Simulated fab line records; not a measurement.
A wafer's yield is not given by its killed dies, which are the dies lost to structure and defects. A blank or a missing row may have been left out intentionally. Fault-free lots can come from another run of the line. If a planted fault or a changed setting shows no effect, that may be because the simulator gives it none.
Chamber matching	flow n5 finfet	N5_FIN_SAQP_DESCUM_21 on rie diel-04: 4 sister chambers
The step chemistry O2, time 7.9 s. 14 wafers are shown with their chamber, then 7 later ones without.

== WAFERS, EACH WITH ITS CHAMBER ==
wafer	chamber	drypump motor current A (A)	throttle valve pct (%)	oes product au (a.u.)
L074.1	0	5.7	20.7	0.70
L074.3	1	6.4	20.9	0.71
L074.5	0	5.6	20.7	0.70
L082.1	3	5.9	20.8	0.74
L082.3	0	5.7	20.7	0.69
L082.6	3	5.9	20.8	0.73
L086.1	2	5.9	20.4	0.69
L086.4	1	6.4	20.6	0.99
L086.5	2	5.9	20.5	0.69
L087.1	1	6.4	20.6	0.95
L087.3	2	5.9	20.4	0.67
L087.5	2	5.9	20.4	0.68
L089.1	3	5.9	20.8	0.72
L089.3	1	6.4	20.6	0.95

SIGNATURES (means of the wafers above)
reading	chamber 0	chamber 1	chamber 2	chamber 3	scatter within a chamber
drypump motor current A	5.667	6.400	5.900	5.900	0.0258
throttle valve pct	20.700	20.675	20.425	20.800	0.0866
oes product au	0.6967	0.9000	0.6825	0.7300	0.0705
Rule: for a wafer and a chamber, the distance is found by dividing, reading by reading, the gap between the wafer's reading and the chamber's mean by the reading's scatter, squaring, summing and taking the root. The wafer belongs to the nearest chamber; if the next one is less than 2 further off, it can't be placed. The scatter: take each reading less its chamber's mean, square it, sum over the shown wafers, divide by the number of wafers less the number of chambers, and take the root.

== WAFERS WHOSE CHAMBER IS MISSING ==
wafer	drypump motor current A (A)	throttle valve pct (%)	oes product au (a.u.)
L089.6	5.7	20.8	0.68
L091.4	5.9	20.8	0.72
L091.5	5.9	20.5	0.67
L091.6	6.4	20.6	0.92
L095.1	6.4	20.6	0.90
L095.3	5.7	20.5	0.97
L095.6	6.4	20.6	0.90

== WHICH CHAMBER EACH ONE RAN IN ==
wafer	from the rows above	in truth
L089.6	0	0
L091.4	3	3
L091.5	2	2
L091.6	1	1
L095.1	1	1
L095.3	0	0
L095.6	1	1
Correctly placed: 7 of 7. Not placeable from these rows: 0. 0 placed wrongly.
